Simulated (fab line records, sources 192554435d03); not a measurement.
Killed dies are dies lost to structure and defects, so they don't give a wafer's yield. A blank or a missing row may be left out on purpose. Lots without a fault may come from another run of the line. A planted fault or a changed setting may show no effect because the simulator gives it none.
fab line records | flow n5_finfet | part 2 of 2: steps 21 to 25 of 25
record lots=5 wafers=15 last_day=18
route steps=1938 shown GATE_CUT@474
lots that met no fault: from a run of the same line without faults
start_h: hours from the record's first day to the start of the lot's first wafer shown | wait_h: hours since the lot's step before | " the same as in the row above | L1.1+2: a row that stands for several wafers | - no value, or no start given | * or withheld: withheld | < > ~ a bound
route shown NAME@n: a module of which the file shows steps, and the number in the route of the first | usual: mean/standard deviation of fault-free wafers | same: alike in all rows | chamber/n: place in a boat | sites: the reading at each site | _std_site: their standard deviation | _edge_site: outer sites' mean less inner sites' | radius_mm: how far each site lies from the wafer's centre | mask NAME#n: copy n | behind: the tool/chamber that last shaped the wafer | hold: why the lot was held/for how many hours/how that ended | device: the transistor (n, p or np) that didn't switch | end of line: the same wafers' tests at the end of the route | a step without rows: its recipe alone | killed: dies lost to structure and defects at the first sort, not the wafer's yield | map: a wafer's dies, x killed, . not, _ none there
set.NAME: the setting as run; set.NAME@STEP: as run at that earlier step | model.NAME: the simulator's own value behind a step, which no gauge read
lots at some steps of the route; a table a step, a row a wafer
services: from which hour (start_h, from the record's first day; less than 0 if before it) a tool's chamber was out of use, for how many hours, and why
## steps
# step N5_GATE_CUT_STRIP_39
# recipe chemistry=N2/H2 temp_c=40 n2_flow_sccm=200 h2_flow_sccm=200 rf_frequency_hz=6e+07
# columns lot.wafer tool chamber start_h wait_h
L084.3+4+5 rie_diel-04 1,0,3 141.10 0.0
L090.2+3+6 rie_diel-04 0,3,3 177.21 0.0
L091.1+2+4 rie_diel-02 3,0,3 188.23 0.0
L093.3+5+6 rie_diel-02 0,3,2 196.88 0.0
L094.3+4+6 rie_diel-06 0,2,3 204.94 0.0
# step N5_GATE_CUT_HM_OPEN_40
# recipe chemistry=C4F6/O2 target=SiO2 mask_material=SiARC target_depth_a=1390 time_s=85.1 ion_energy_ev=250 pressure_mtorr=30 source_w=345 bias_w=185 Ar_flow_sccm=300 C4F6_flow_sccm=10 O2_flow_sccm=10 ends=cleared
# usual drypump_motor_current_A=5.9/0.34 etch_rf_on_time_s=94.7/2.4 oes_product_au=0.72/0.091 rf_vpp_V=666/11 showerhead_plenum_p_Torr=2.84/0.1 throttle_valve_pct=20.98/0.25
# columns lot.wafer tool chamber start_h wait_h drypump_motor_current_A etch_rf_on_time_s oes_product_au rf_hours_counter_h rf_vpp_V showerhead_plenum_p_Torr throttle_valve_pct
L084.3 rie_diel-04 1 141.11 0.0 5.8 93.9 0.62 229 650 2.83 21.24
L084.4 " 0 " " 6.4 98.1 0.62 - 679 2.69 21.21
L084.5 " 3 " " 5.4 91.4 0.79 - 666 2.92 20.72
L090.2 rie_diel-04 0 177.22 0.0 6.3 95.6 0.60 254 677 2.68 21.23
L090.3 " 3 " " 5.4 89.5 0.78 59 665 2.91 20.74
L090.6 " 3 " " 5.4 90.1 0.78 - 666 2.91 20.74
L091.1 rie_diel-02 3 188.24 0.0 5.9 94.1 0.80 39 644 2.92 20.92
L091.2 " 0 " " 6.5 93.4 0.63 226 668 2.70 21.07
L091.4 " 3 " " 5.9 94.7 0.79 - 644 2.92 20.94
L093.3 rie_diel-02 0 196.89 0.0 6.5 95.0 0.63 229 667 2.70 21.07
L093.5 " 3 " " 5.9 95.7 0.80 - 643 2.92 20.94
L093.6 " 2 " " 5.3 96.1 0.82 - 675 2.91 20.91
L094.3 rie_diel-06 0 204.95 0.0 5.9 91.1 0.80 38 663 2.91 20.63
L094.4 " 2 " " 5.9 96.7 0.67 142 667 2.95 20.59
L094.6 " 3 " " 5.8 93.3 0.76 - 676 2.77 21.33
# step N5_GATE_CUT_STRIP_41
# recipe chemistry=CF4 resist=SiARC power_w=300 bias_power_w=75 pressure_mtorr=50 cf4_flow_sccm=150 rf_frequency_hz=6e+07
# usual drypump_motor_current_A=5.9/0.34 oes_product_au=0.185/0.022 rf_vpp_V=270.8/1.5 showerhead_plenum_p_Torr=1.78/0.061 throttle_valve_pct=13.57/0.27
# columns lot.wafer tool chamber start_h wait_h drypump_motor_current_A oes_product_au rf_hours_counter_h rf_vpp_V showerhead_plenum_p_Torr throttle_valve_pct
L084.3 rie_diel-04 1 141.17 0.0 5.8 0.156 229 271.4 1.77 13.83
L084.4 " 0 " " 6.3 0.162 - 267.0 1.69 13.93
L084.5 " 3 " " 5.4 0.194 - 272.1 1.83 13.21
L090.2 rie_diel-04 0 177.28 0.0 6.3 0.160 254 269.2 1.69 13.92
L090.3 " 3 " " 5.4 0.188 59 271.1 1.82 13.24
L090.6 " 3 " " 5.4 0.191 - 269.9 1.82 13.25
L091.1 rie_diel-02 3 188.30 0.0 5.9 0.204 39 272.6 1.83 13.41
L091.2 " 0 " " 6.5 0.168 226 269.5 1.71 13.80
L091.4 " 3 " " 5.9 0.204 - 272.3 1.83 13.43
L093.3 rie_diel-02 0 196.95 0.0 6.5 0.160 229 270.9 1.71 13.81
L093.5 " 3 " " 5.9 0.207 - 272.9 1.82 13.44
L093.6 " 2 " " 5.3 0.213 - 272.4 1.82 13.40
L094.3 rie_diel-06 0 205.01 0.0 5.9 0.200 38 271.9 1.84 13.23
L094.4 " 2 " " 5.9 0.174 142 274.3 1.86 13.36
L094.6 " 3 " " 5.8 0.194 - 270.6 1.73 13.68
# step N5_GATE_CUT_STRIP_42
# recipe chemistry=O2 power_w=400 temp_c=40 pressure_mtorr=30 rf_frequency_hz=6e+07 bias_power_w=0 overash_fraction=0.3 o2_flow_sccm=225
# usual drypump_motor_current_A=5.9/0.34 oes_product_au=0.80/0.1 rf_vpp_V=3.6/0.46 showerhead_plenum_p_Torr=2.09/0.081 throttle_valve_pct=16.67/0.24
# columns lot.wafer tool chamber start_h wait_h drypump_motor_current_A oes_product_au rf_hours_counter_h rf_vpp_V showerhead_plenum_p_Torr throttle_valve_pct
L084.3 rie_diel-04 1 141.19 0.0 5.8 0.67 229 3.7 2.06 16.84
L084.4 " 0 " " 6.3 0.68 - 3.6 2.00 17.09
L084.5 " 3 " " 5.4 0.87 - 3.5 2.14 16.32
L090.2 rie_diel-04 0 177.30 0.0 6.3 0.66 254 3.6 1.99 17.11
L090.3 " 3 " " 5.4 0.85 59 3.5 2.13 16.34
L090.6 " 3 " " 5.4 0.85 - 3.2 2.13 16.34
L091.1 rie_diel-02 3 188.32 0.0 5.9 0.90 39 4.2 2.15 16.63
L091.2 " 0 " " 6.5 0.69 226 3.2 1.97 16.72
L091.4 " 3 " " 5.9 0.89 - 3.8 2.15 16.64
L093.3 rie_diel-02 0 196.97 0.0 6.5 0.71 229 4.0 1.97 16.74
L093.5 " 3 " " 5.9 0.88 - 4.6 2.15 16.63
L093.6 " 2 " " 5.3 0.90 - 3.9 2.14 16.54
L094.3 rie_diel-06 0 205.03 0.0 5.8 0.88 38 3.2 2.15 16.37
L094.4 " 2 " " 5.9 0.74 142 4.0 2.21 16.51
L094.6 " 3 " " 5.8 0.82 - 4.6 2.03 16.91
# step N5_GATE_CUT_ETCH_19
# recipe chemistry=CH3F/O2 target=SiNx mask_material=SiO2 target_depth_a=537 time_s=76.7 pressure_mtorr=30 source_w=395 bias_w=73 Ar_flow_sccm=150 CH3F_flow_sccm=30 O2_flow_sccm=20 ion_energy_ev=120 ends=cleared
# usual drypump_motor_current_A=5.9/0.34 etch_rf_on_time_s=77.6/1.8 oes_product_au=0.68/0.087 rf_vpp_V=297/4.8 showerhead_plenum_p_Torr=1.99/0.073 throttle_valve_pct=16.37/0.25
# columns lot.wafer tool chamber start_h wait_h drypump_motor_current_A etch_rf_on_time_s oes_product_au rf_hours_counter_h rf_vpp_V showerhead_plenum_p_Torr throttle_valve_pct
L084.3 rie_diel-04 1 141.23 0.0 5.8 78.6 0.58 229 291 1.99 16.62
L084.4 " 0 " " 6.3 80.6 0.58 - 305 1.89 16.68
L084.5 " 3 " " 5.4 75.2 0.74 - 297 2.05 16.06
L090.2 rie_diel-04 0 177.34 0.0 6.4 79.9 0.58 254 304 1.89 16.70
L090.3 " 3 " " 5.4 73.9 0.73 59 297 2.04 16.06
L090.6 " 3 " " 5.4 74.6 0.72 - 297 2.04 16.10
L091.1 rie_diel-02 3 188.36 0.0 5.9 78.9 0.74 39 288 2.05 16.28
L091.2 " 0 " " 6.6 79.4 0.60 226 299 1.89 16.49
L091.4 " 3 " " 5.9 78.6 0.75 - 290 2.05 16.28
L093.3 rie_diel-02 0 197.01 0.0 6.5 78.9 0.59 229 298 1.89 16.49
L093.5 " 3 " " 5.9 78.7 0.75 - 288 2.05 16.29
L093.6 " 2 " " 5.2 78.7 0.76 - 302 2.04 16.26
L094.3 rie_diel-06 0 205.07 0.0 5.9 74.8 0.76 38 297 2.05 16.02
L094.4 " 2 " " 5.9 78.8 0.63 142 296 2.08 16.09
L094.6 " 3 " " 5.8 77.0 0.71 - 301 1.95 16.65
## services
# columns tool chamber start_h hours kind
litho_track-04 - 118.58 - consumable_replace:filter
cmp-02 - 119.48 4.0 pm
euv_scanner-01 - 120.86 0.4 repair
euv_scanner-01 - 121.52 1.0 pm
cmp-02 - 123.48 - consumable_replace:conditioner
cmp-02 - 123.48 - consumable_replace:pad
euv_scanner-01 - 135.57 3.6 repair
euv_scanner-02 - 147.33 1.0 pm
euv_scanner-01 - 147.96 1.3 repair
pecvd-01 - 158.13 4.3 repair
rie_diel-02 2 161.44 8.3 repair
pecvd-04 2 168.49 7.5 repair
euv_scanner-01 - 177.68 1.0 pm
rie_diel-06 1 180.43 - clean
rie_diel-06 1 180.43 - consumable_replace:focus_ring
rie_diel-06 1 180.43 - consumable_replace:showerhead
rie_diel-06 1 180.43 19.7 scheduled_down
rie_diel-06 1 180.43 19.7 vent_cycle
rie_diel-02 1 183.49 5.8 repair
euv_scanner-01 - 184.66 5.8 pm
euv_scanner-02 0 197.59 - calibration
rie_diel-02 - 199.34 2.8 pm
euv_scanner-02 - 199.89 0.5 repair
euv_scanner-02 - 203.48 1.0 pm
